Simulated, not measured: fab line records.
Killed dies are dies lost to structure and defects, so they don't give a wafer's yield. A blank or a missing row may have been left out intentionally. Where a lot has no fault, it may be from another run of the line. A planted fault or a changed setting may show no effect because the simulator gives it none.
Which tool was responsible? :: flow n5 finfet :: 10 lots, 26 wafers sampled, at 6 steps of a route of 1938

## WHAT THE GAUGES READ, wafer by wafer
N5_BEOL_M4_RC_MEAS_101. Usual: DIBL_N 36.3 mV/V, standard deviation 1.7; DIBL_P 36.0 mV/V, standard deviation 1.9; IOFF_N 0.156 nA/um, standard deviation 0.028; IOFF_P 0.21 nA/um, standard deviation 0.036; ION_N 675 uA/um, standard deviation 11; ION_P 463 uA/um, standard deviation 7.8; SS_N 71.6 mV/dec, standard deviation 0.59; SS_P 73.2 mV/dec, standard deviation 0.63; VT_N 250 mV, standard deviation 3.1; VT_P -251 mV, standard deviation 3.4.
lot: L486
measured: day 7 17:58
on: prober-02
DIBL_N (mV/V): 32.5 34.3 35.5
DIBL_P (mV/V): 34.3 35.3 36.1
IOFF_N (nA/um): 0.114 0.124 0.148
IOFF_P (nA/um): 0.16 0.17 0.19
ION_N (uA/um): 661 671 671
ION_P (uA/um): 455 459 457
SS_N (mV/dec): 71.2 71.5 72.2
SS_P (mV/dec): 72.2 72.8 73.0
VT_N (mV): 252 251 248
VT_P (mV): -255 -252 -252
flag: 

lot: L487
measured: day 8 00:58
on: prober-02
DIBL_N (mV/V): 38.5 36.1 36.6
DIBL_P (mV/V): 37.8 35.7 36.2
IOFF_N (nA/um): 0.187 0.158 0.158
IOFF_P (nA/um): 0.21 0.18 0.18
ION_N (uA/um): 682 674 679
ION_P (uA/um): 458 456 460
SS_N (mV/dec): 71.5 71.3 71.3
SS_P (mV/dec): 73.8 73.2 73.7
VT_N (mV): 246 247 248
VT_P (mV): -252 -253 -253
flag: 

lot: L493
measured: day 9 18:32
on: prober-01
DIBL_N (mV/V): 37.0 37.8 36.4
DIBL_P (mV/V): 37.0 38.1 35.9
IOFF_N (nA/um): 0.159 0.195 0.144
IOFF_P (nA/um): 0.22 0.26 0.20
ION_N (uA/um): 675 691 662
ION_P (uA/um): 461 475 458
SS_N (mV/dec): 71.3 71.4 72.1
SS_P (mV/dec): 73.8 73.9 73.5
VT_N (mV): 248 245 250
VT_P (mV): -247 -244 -249
flag: 

lot: L497
measured: day 10 14:10
on: prober-01
DIBL_N (mV/V): 36.4 35.6
DIBL_P (mV/V): 35.7 34.7
IOFF_N (nA/um): 0.143 0.124
IOFF_P (nA/um): 0.19 0.17
ION_N (uA/um): 666 661
ION_P (uA/um): 454 454
SS_N (mV/dec): 71.9 70.9
SS_P (mV/dec): 73.5 73.0
VT_N (mV): 252 256
VT_P (mV): -253 -257
flag: 

lot: L499
measured: day 11 10:50
on: prober-02
DIBL_N (mV/V): 36.5 37.8 39.0
DIBL_P (mV/V): 35.3 36.9 38.3
IOFF_N (nA/um): 0.171 0.193 0.215
IOFF_P (nA/um): 0.25 0.27 0.31
ION_N (uA/um): 693 691 697
ION_P (uA/um): 481 480 481
SS_N (mV/dec): 72.3 72.7 72.8
SS_P (mV/dec): 73.4 74.0 73.8
VT_N (mV): 246 246 245
VT_P (mV): -245 -246 -243
flag: 

lot: L500
measured: day 11 08:19
on: prober-02
DIBL_N (mV/V): 36.5 36.7
DIBL_P (mV/V): 37.7 37.9
IOFF_N (nA/um): 0.165 0.153
IOFF_P (nA/um): 0.19 0.19
ION_N (uA/um): 676 670
ION_P (uA/um): 454 458
SS_N (mV/dec): 72.8 71.7
SS_P (mV/dec): 72.5 73.7
VT_N (mV): 252 251
VT_P (mV): -251 -252
flag: 

lot: L504
measured: day 12 08:28
on: prober-01
DIBL_N (mV/V): 37.2 37.4
DIBL_P (mV/V): 37.6 36.7
IOFF_N (nA/um): 0.184 0.170
IOFF_P (nA/um): 0.22 0.21
ION_N (uA/um): 696 676
ION_P (uA/um): 467 463
SS_N (mV/dec): 72.2 71.3
SS_P (mV/dec): 74.1 73.6
VT_N (mV): 248 248
VT_P (mV): -251 -248
flag: 

lot: L506
measured: day 13 11:00
on: prober-02
DIBL_N (mV/V): 37.6 36.6 37.2
DIBL_P (mV/V): 37.5 35.7 36.1
IOFF_N (nA/um): 0.179 0.157 0.168
IOFF_P (nA/um): 0.24 0.22 0.23
ION_N (uA/um): 679 679 686
ION_P (uA/um): 465 470 477
SS_N (mV/dec): 71.9 71.0 72.1
SS_P (mV/dec): 73.8 72.6 72.5
VT_N (mV): 246 248 246
VT_P (mV): -247 -249 -248
flag: 

lot: L507
measured: day 13 10:44
on: prober-01
DIBL_N (mV/V): 36.7 34.6 36.0
DIBL_P (mV/V): 35.2 33.2 34.7
IOFF_N (nA/um): 0.144 0.118 0.136
IOFF_P (nA/um): 0.20 0.18 0.20
ION_N (uA/um): 683 669 680
ION_P (uA/um): 471 463 471
SS_N (mV/dec): 71.3 70.9 71.5
SS_P (mV/dec): 73.2 72.8 72.8
VT_N (mV): 250 254 252
VT_P (mV): -248 -251 -249
flag: 

lot: L509
measured: day 14 08:32
on: prober-01
DIBL_N (mV/V): 36.5 41.0
DIBL_P (mV/V): 35.5 40.2
IOFF_N (nA/um): 0.142 0.249
IOFF_P (nA/um): 0.22 0.32
ION_N (uA/um): 667 689
ION_P (uA/um): 466 478
SS_N (mV/dec): 71.1 72.7
SS_P (mV/dec): 72.7 74.6
VT_N (mV): 250 242
VT_P (mV): -247 -245
flag: 

## TOOL THAT RAN EACH LOT (tool first, then ch and the chambers of the sampled wafers, then the start)
lot: L486
N5_MOL_CONTACT_COAG_CONTACT_ETCH_14: rie diel-05 ch 0,3, day 4 17:58
N5_MOL_CONTACT_COAG_ETCH_15: rie diel-05 ch 0,3, day 4 17:59
N5_MOL_CONTACT_COAG_CMP_23: cmp-03 ch 1,3, day 4 23:09
N5_MOL_CONTACT_COAG_ALD_27: ald sin-01 ch 1,2, day 5 00:18
N5_MOL_CONTACT_COAG_ETCH_48: rie diel-05 ch 0,1, day 5 07:08

lot: L487
N5_MOL_CONTACT_COAG_CONTACT_ETCH_14: rie diel-02 ch 0,3, day 5 03:32
N5_MOL_CONTACT_COAG_ETCH_15: rie diel-02 ch 0,3, day 5 03:35
N5_MOL_CONTACT_COAG_CMP_23: cmp-02 ch 0,1, day 5 08:55
N5_MOL_CONTACT_COAG_ALD_27: ald sin-03 ch 0,2, day 5 09:44
N5_MOL_CONTACT_COAG_ETCH_48: rie diel-05 ch 0,1,2, day 5 15:16

lot: L493
N5_MOL_CONTACT_COAG_CONTACT_ETCH_14: rie diel-05 ch 0,2,3, day 6 13:08
N5_MOL_CONTACT_COAG_ETCH_15: rie diel-05 ch 0,2,3, day 6 13:10
N5_MOL_CONTACT_COAG_CMP_23: cmp-02 ch 0,1,2, day 6 18:12
N5_MOL_CONTACT_COAG_ALD_27: ald sin-03 ch 0,1,3, day 6 19:41
N5_MOL_CONTACT_COAG_ETCH_48: rie diel-05 ch 0,1,2, day 7 01:02

lot: L497
N5_MOL_CONTACT_COAG_CONTACT_ETCH_14: rie diel-05 ch 1,3, day 7 13:46
N5_MOL_CONTACT_COAG_ETCH_15: rie diel-05 ch 1,3, day 7 13:48
N5_MOL_CONTACT_COAG_CMP_23: cmp-02 ch 2,3, day 7 19:19
N5_MOL_CONTACT_COAG_ALD_27: ald sin-02 ch 1,3, day 7 20:29
N5_MOL_CONTACT_COAG_ETCH_48: rie diel-02 ch 1,2, day 8 01:23

lot: L499
N5_MOL_CONTACT_COAG_CONTACT_ETCH_14: rie diel-01 ch 0,3, day 8 04:39
N5_MOL_CONTACT_COAG_ETCH_15: rie diel-01 ch 0,3, day 8 04:41
N5_MOL_CONTACT_COAG_CMP_23: cmp-03 ch 0,1,3, day 8 09:53
N5_MOL_CONTACT_COAG_ALD_27: ald sin-02 ch 0,1, day 8 10:50
N5_MOL_CONTACT_COAG_ETCH_48: rie diel-01 ch 0,1, day 8 16:22

lot: L500
N5_MOL_CONTACT_COAG_CONTACT_ETCH_14: rie diel-01 ch 0,2, day 8 06:13
N5_MOL_CONTACT_COAG_ETCH_15: rie diel-01 ch 0,2, day 8 06:14
N5_MOL_CONTACT_COAG_CMP_23: cmp-04 ch 1,2, day 8 13:14
N5_MOL_CONTACT_COAG_ALD_27: ald sin-02 ch 1,3, day 8 16:00
N5_MOL_CONTACT_COAG_ETCH_48: rie diel-01 ch 0,2, day 8 21:16

lot: L504
N5_MOL_CONTACT_COAG_CONTACT_ETCH_14: rie diel-02 ch 1,3, day 9 03:47
N5_MOL_CONTACT_COAG_ETCH_15: rie diel-02 ch 1,3, day 9 03:49
N5_MOL_CONTACT_COAG_CMP_23: cmp-02 ch 1,3, day 9 08:38
N5_MOL_CONTACT_COAG_ALD_27: ald sin-03 ch 0,3, day 9 09:21
N5_MOL_CONTACT_COAG_ETCH_48: rie diel-05 ch 0,3, day 9 14:29

lot: L506
N5_MOL_CONTACT_COAG_CONTACT_ETCH_14: rie diel-05 ch 0,1,2, day 9 15:01
N5_MOL_CONTACT_COAG_ETCH_15: rie diel-05 ch 0,1,2, day 9 15:03
N5_MOL_CONTACT_COAG_CMP_23: cmp-03 ch 0,2, day 9 22:33
N5_MOL_CONTACT_COAG_ALD_27: ald sin-01 ch 0,2, day 9 23:20
N5_MOL_CONTACT_COAG_ETCH_48: rie diel-01 ch 0,2,3, day 10 04:27

lot: L507
N5_MOL_CONTACT_COAG_CONTACT_ETCH_14: rie diel-01 ch 0,1,2, day 9 23:01
N5_MOL_CONTACT_COAG_ETCH_15: rie diel-01 ch 0,1,2, day 9 23:04
N5_MOL_CONTACT_COAG_CMP_23: cmp-03 ch 1,2,3, day 10 03:56
N5_MOL_CONTACT_COAG_ALD_27: ald sin-01 ch 0,1,2, day 10 04:43
N5_MOL_CONTACT_COAG_ETCH_48: rie diel-05 ch 0,1, day 10 10:49

lot: L509
N5_MOL_CONTACT_COAG_CONTACT_ETCH_14: rie diel-05 ch 1,2, day 10 11:16
N5_MOL_CONTACT_COAG_ETCH_15: rie diel-05 ch 1,2, day 10 11:19
N5_MOL_CONTACT_COAG_CMP_23: cmp-03 ch 0,3, day 10 16:21
N5_MOL_CONTACT_COAG_ALD_27: ald sin-03 ch 0,2, day 10 18:22
N5_MOL_CONTACT_COAG_ETCH_48: rie diel-02 ch 1,3, day 10 22:38
- N5_MOL_CONTACT_COAG_CONTACT_ETCH_14: etches SiO2 in C4F6/O2, target depth 27.5 nm, overetch 8.5 nm, time 20 s.
- N5_MOL_CONTACT_COAG_ETCH_15: etches SiNx in CH3F/O2, stops on Si:P, target depth 7 nm.
- N5_MOL_CONTACT_COAG_CMP_23: polishes, stops on SiO2, t overpolish 1.5 s, target thk 0 nm.
- N5_MOL_CONTACT_COAG_ALD_27: deposits SiOC, target thk 17 nm, pulse time 1.5 s, time 2720 s.
- N5_MOL_CONTACT_COAG_ETCH_48: etches SiOC in C4F6/O2, target depth 15 nm, overetch 4.5 nm, time 17 s.

## WHAT THE TOOLS THEMSELVES READ (means of the sampled wafers that have a number; where no wafer has one, the mark that the record gives instead)
N5_MOL_CONTACT_COAG_CONTACT_ETCH_14. Usual: drypump motor current A 5.7 A, standard deviation 0.44; oes_ar_750_au 0.79 a.u., standard deviation 0.055; oes product au 0.68 a.u., standard deviation 0.051; rf vpp V 693.2 V, standard deviation 2.1; showerhead plenum p Torr 2.90 Torr, standard deviation 0.06; throttle valve pct 21.39 %, standard deviation 0.17.
lot: L486
tool: rie diel-05
drypump motor current A (A): 6.0
oes_ar_750_au (a.u.): 0.83
oes product au (a.u.): 0.71
rf vpp V (V): 693.2
showerhead plenum p Torr (Torr): 2.91
throttle valve pct (%): 21.33
flag: 

lot: L487
tool: rie diel-02
drypump motor current A (A): 5.7
oes_ar_750_au (a.u.): 0.85
oes product au (a.u.): 0.73
rf vpp V (V): 694.3
showerhead plenum p Torr (Torr): 2.93
throttle valve pct (%): 21.37
flag: 

lot: L493
tool: rie diel-05
drypump motor current A (A): 5.8
oes_ar_750_au (a.u.): 0.82
oes product au (a.u.): 0.71
rf vpp V (V): 694.7
showerhead plenum p Torr (Torr): 2.91
throttle valve pct (%): 21.29
flag: 

lot: L497
tool: rie diel-05
drypump motor current A (A): 6.0
oes_ar_750_au (a.u.): 0.78
oes product au (a.u.): 0.66
rf vpp V (V): 692.2
showerhead plenum p Torr (Torr): 2.90
throttle valve pct (%): 21.37
flag: 

lot: L499
tool: rie diel-01
drypump motor current A (A): 5.8
oes_ar_750_au (a.u.): 0.83
oes product au (a.u.): 0.71
rf vpp V (V): 693.2
showerhead plenum p Torr (Torr): 2.93
throttle valve pct (%): 21.20
flag: 

lot: L500
tool: rie diel-01
drypump motor current A (A): 5.2
oes_ar_750_au (a.u.): 0.77
oes product au (a.u.): 0.65
rf vpp V (V): 689.8
showerhead plenum p Torr (Torr): 2.83
throttle valve pct (%): 21.46
flag: 

lot: L504
tool: rie diel-02
drypump motor current A (A): 5.8
oes_ar_750_au (a.u.): 0.73
oes product au (a.u.): 0.61
rf vpp V (V): 692.0
showerhead plenum p Torr (Torr): 2.85
throttle valve pct (%): 21.51
flag: 

lot: L506
tool: rie diel-05
drypump motor current A (A): 5.6
oes_ar_750_au (a.u.): 0.79
oes product au (a.u.): 0.67
rf vpp V (V): 693.2
showerhead plenum p Torr (Torr): 2.90
throttle valve pct (%): 21.40
flag: 

lot: L507
tool: rie diel-01
drypump motor current A (A): 5.2
oes_ar_750_au (a.u.): 0.74
oes product au (a.u.): 0.63
rf vpp V (V): 692.5
showerhead plenum p Torr (Torr): 2.88
throttle valve pct (%): 21.57
flag: 

lot: L509
tool: rie diel-05
drypump motor current A (A): 5.5
oes_ar_750_au (a.u.): 0.77
oes product au (a.u.): 0.67
rf vpp V (V): 693.2
showerhead plenum p Torr (Torr): 2.90
throttle valve pct (%): 21.40
flag: 

N5_MOL_CONTACT_COAG_ETCH_15. Usual: drypump motor current A 5.7 A, standard deviation 0.44; oes_ar_750_au 0.79 a.u., standard deviation 0.055; oes product au 0.58 a.u., standard deviation 0.044; rf vpp V 299 V, standard deviation 4.1; showerhead plenum p Torr 2.02 Torr, standard deviation 0.044; throttle valve pct 16.42 %, standard deviation 0.19.
lot: L486
tool: rie diel-05
drypump motor current A (A): 6.0
oes_ar_750_au (a.u.): 0.83
oes product au (a.u.): 0.61
rf vpp V (V): 302
showerhead plenum p Torr (Torr): 2.02
throttle valve pct (%): 16.36
flag: 

lot: L487
tool: rie diel-02
drypump motor current A (A): 5.7
oes_ar_750_au (a.u.): 0.85
oes product au (a.u.): 0.62
rf vpp V (V): 298
showerhead plenum p Torr (Torr): 2.04
throttle valve pct (%): 16.37
flag: 

lot: L493
tool: rie diel-05
drypump motor current A (A): 5.8
oes_ar_750_au (a.u.): 0.83
oes product au (a.u.): 0.61
rf vpp V (V): 301
showerhead plenum p Torr (Torr): 2.02
throttle valve pct (%): 16.34
flag: 

lot: L497
tool: rie diel-05
drypump motor current A (A): 6.0
oes_ar_750_au (a.u.): 0.77
oes product au (a.u.): 0.56
rf vpp V (V): 300
showerhead plenum p Torr (Torr): 2.01
throttle valve pct (%): 16.42
flag: 

lot: L499
tool: rie diel-01
drypump motor current A (A): 5.8
oes_ar_750_au (a.u.): 0.83
oes product au (a.u.): 0.61
rf vpp V (V): 302
showerhead plenum p Torr (Torr): 2.04
throttle valve pct (%): 16.19
flag: 

lot: L500
tool: rie diel-01
drypump motor current A (A): 5.2
oes_ar_750_au (a.u.): 0.77
oes product au (a.u.): 0.56
rf vpp V (V): 302
showerhead plenum p Torr (Torr): 1.97
throttle valve pct (%): 16.52
flag: 

lot: L504
tool: rie diel-02
drypump motor current A (A): 5.8
oes_ar_750_au (a.u.): 0.72
oes product au (a.u.): 0.53
rf vpp V (V): 291
showerhead plenum p Torr (Torr): 1.98
throttle valve pct (%): 16.59
flag: 

lot: L506
tool: rie diel-05
drypump motor current A (A): 5.6
oes_ar_750_au (a.u.): 0.79
oes product au (a.u.): 0.58
rf vpp V (V): 302
showerhead plenum p Torr (Torr): 2.01
throttle valve pct (%): 16.45
flag: 

lot: L507
tool: rie diel-01
drypump motor current A (A): 5.2
oes_ar_750_au (a.u.): 0.74
oes product au (a.u.): 0.54
rf vpp V (V): 299
showerhead plenum p Torr (Torr): 1.99
throttle valve pct (%): 16.64
flag: 

lot: L509
tool: rie diel-05
drypump motor current A (A): 5.5
oes_ar_750_au (a.u.): 0.78
oes product au (a.u.): 0.57
rf vpp V (V): 302
showerhead plenum p Torr (Torr): 2.01
throttle valve pct (%): 16.44
flag: 

N5_MOL_CONTACT_COAG_CMP_23. Usual: motor current A 8.4 A, standard deviation 0.62; overpolish run s 1.499 s, standard deviation 0.01; time to endpoint s 10.8 s, standard deviation 1.9.
lot: L486
tool: cmp-03
motor current A (A): 8.5
overpolish run s (s): 1.501
time to endpoint s (s): 10.1
flag: 

lot: L487
tool: cmp-02
motor current A (A): 8.2
overpolish run s (s): 1.504
time to endpoint s (s): 11.5
flag: 

lot: L493
tool: cmp-02
motor current A (A): 8.2
overpolish run s (s): 1.499
time to endpoint s (s): 12.3
flag: 

lot: L497
tool: cmp-02
motor current A (A): 7.2
overpolish run s (s): 1.493
time to endpoint s (s): 11.2
flag: 

lot: L499
tool: cmp-03
motor current A (A): 8.5
overpolish run s (s): 1.497
time to endpoint s (s): 11.5
flag: 

lot: L500
tool: cmp-04
motor current A (A): 8.2
overpolish run s (s): 1.512
time to endpoint s (s): 12.5
flag: 

lot: L504
tool: cmp-02
motor current A (A): 7.9
overpolish run s (s): 1.500
time to endpoint s (s): 6.8
flag: 

lot: L506
tool: cmp-03
motor current A (A): 8.9
overpolish run s (s): 1.493
time to endpoint s (s): 11.2
flag: 

lot: L507
tool: cmp-03
motor current A (A): 8.8
overpolish run s (s): 1.495
time to endpoint s (s): 11.4
flag: 

lot: L509
tool: cmp-03
motor current A (A): 8.4
overpolish run s (s): 1.506
time to endpoint s (s): 9.8
flag: 

N5_MOL_CONTACT_COAG_ALD_27. Usual: heater power w 863 W, standard deviation 61; precursor pulse height rel 0.997, standard deviation 0.019; run length s 2769.8 s, standard deviation 0.67.
lot: L486
tool: ald sin-01
heater power w (W): 819
precursor pulse height rel: 1.001
run length s (s): 2769.8
flag: 

lot: L487
tool: ald sin-03
heater power w (W): 925
precursor pulse height rel: 0.986
run length s (s): 2769.4
flag: 

lot: L493
tool: ald sin-03
heater power w (W): 918
precursor pulse height rel: 1.009
run length s (s): 2769.8
flag: 

lot: L497
tool: ald sin-02
heater power w (W): 848
precursor pulse height rel: 1.023
run length s (s): 2014.2
flag: OFF

lot: L499
tool: ald sin-02
heater power w (W): 875
precursor pulse height rel: 1.007
run length s (s): 2265.7
flag: OFF

lot: L500
tool: ald sin-02
heater power w (W): 864
precursor pulse height rel: 0.995
run length s (s): 2014.4
flag: OFF

lot: L504
tool: ald sin-03
heater power w (W): 882
precursor pulse height rel: 0.994
run length s (s): 2769.1
flag: 

lot: L506
tool: ald sin-01
heater power w (W): 900
precursor pulse height rel: 1.001
run length s (s): 2769.9
flag: 

lot: L507
tool: ald sin-01
heater power w (W): 859
precursor pulse height rel: 1.001
run length s (s): 2769.5
flag: 

lot: L509
tool: ald sin-03
heater power w (W): 924
precursor pulse height rel: 0.995
run length s (s): 2769.9
flag: 

N5_MOL_CONTACT_COAG_ETCH_48. Usual: drypump motor current A 5.7 A, standard deviation 0.44; oes_ar_750_au 0.79 a.u., standard deviation 0.057; oes product au 0.67 a.u., standard deviation 0.058; rf vpp V 1596 V, standard deviation 21; showerhead plenum p Torr 2.87 Torr, standard deviation 0.065; throttle valve pct 40.8 %, standard deviation 0.32.
lot: L486
tool: rie diel-05
drypump motor current A (A): 5.8
oes_ar_750_au (a.u.): 0.81
oes product au (a.u.): 0.69
rf vpp V (V): 1620
showerhead plenum p Torr (Torr): 2.87
throttle valve pct (%): 41.2
flag: 

lot: L487
tool: rie diel-05
drypump motor current A (A): 5.6
oes_ar_750_au (a.u.): 0.83
oes product au (a.u.): 0.68
rf vpp V (V): 1615
showerhead plenum p Torr (Torr): 2.87
throttle valve pct (%): 40.9
flag: 

lot: L493
tool: rie diel-05
drypump motor current A (A): 5.6
oes_ar_750_au (a.u.): 0.81
oes product au (a.u.): 0.66
rf vpp V (V): 1615
showerhead plenum p Torr (Torr): 2.87
throttle valve pct (%): 40.9
flag: 

lot: L497
tool: rie diel-02
drypump motor current A (A): 6.3
oes_ar_750_au (a.u.): 0.81
oes product au (a.u.): 0.60
rf vpp V (V): 1576
showerhead plenum p Torr (Torr): 2.92
throttle valve pct (%): 40.8
flag: 

lot: L499
tool: rie diel-01
drypump motor current A (A): 5.2
oes_ar_750_au (a.u.): 0.73
oes product au (a.u.): 0.55
rf vpp V (V): 1588
showerhead plenum p Torr (Torr): 2.90
throttle valve pct (%): 40.9
flag: 

lot: L500
tool: rie diel-01
drypump motor current A (A): 5.2
oes_ar_750_au (a.u.): 0.77
oes product au (a.u.): 0.57
rf vpp V (V): 1606
showerhead plenum p Torr (Torr): 2.79
throttle valve pct (%): 40.8
flag: 

lot: L504
tool: rie diel-05
drypump motor current A (A): 6.1
oes_ar_750_au (a.u.): 0.78
oes product au (a.u.): 0.68
rf vpp V (V): 1605
showerhead plenum p Torr (Torr): 2.85
throttle valve pct (%): 40.6
flag: 

lot: L506
tool: rie diel-01
drypump motor current A (A): 5.5
oes_ar_750_au (a.u.): 0.78
oes product au (a.u.): 0.67
rf vpp V (V): 1606
showerhead plenum p Torr (Torr): 2.83
throttle valve pct (%): 40.9
flag: 

lot: L507
tool: rie diel-05
drypump motor current A (A): 5.8
oes_ar_750_au (a.u.): 0.77
oes product au (a.u.): 0.65
rf vpp V (V): 1618
showerhead plenum p Torr (Torr): 2.84
throttle valve pct (%): 41.2
flag: 

lot: L509
tool: rie diel-02
drypump motor current A (A): 5.8
oes_ar_750_au (a.u.): 0.71
oes product au (a.u.): 0.64
rf vpp V (V): 1559
showerhead plenum p Torr (Torr): 2.80
throttle valve pct (%): 40.8
flag: 

## THE ANSWER, worked out from the rows above alone
Rule: take the mean of a lot's wafers that have a number; if it is more than 3 standard deviations from the usual mean, the lot is off. Also off: a lot with no number at a reading for which 4 or more lots have one. Where the step has rows for the other lots, those lots are counted as sound. The gauges are gone through in route order, then the tools' own readings, and for those a lot's mean is taken as printed above. The first step at which some lot is off is used, and at that step the reading that is off furthest; a lot without a number counts as furthest.
Off: L497, L499, L500, at N5_MOL_CONTACT_COAG_ALD_27 (run length s).
A tool fits if, at that step or a process step before it, it ran every lot that is off, and no sound lot after the first of them. One fits: ald sin-02 at N5_MOL_CONTACT_COAG_ALD_27. It ran no sound lot before its first lot that is off in this sample, so the start can't be narrowed down.
The tool's own readings at N5_MOL_CONTACT_COAG_ALD_27 bear it out: on the lots that are off they differ by more than 5 times the standard deviation of the sound lots' means. run length s reads 2098.1 s there against 2769.6 s on the sound lots.

## WHAT THE SIMULATOR HAD INSERTED
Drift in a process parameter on ald sin-02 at N5_MOL_CONTACT_COAG_ALD_27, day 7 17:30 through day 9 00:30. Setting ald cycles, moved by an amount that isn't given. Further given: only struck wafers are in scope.
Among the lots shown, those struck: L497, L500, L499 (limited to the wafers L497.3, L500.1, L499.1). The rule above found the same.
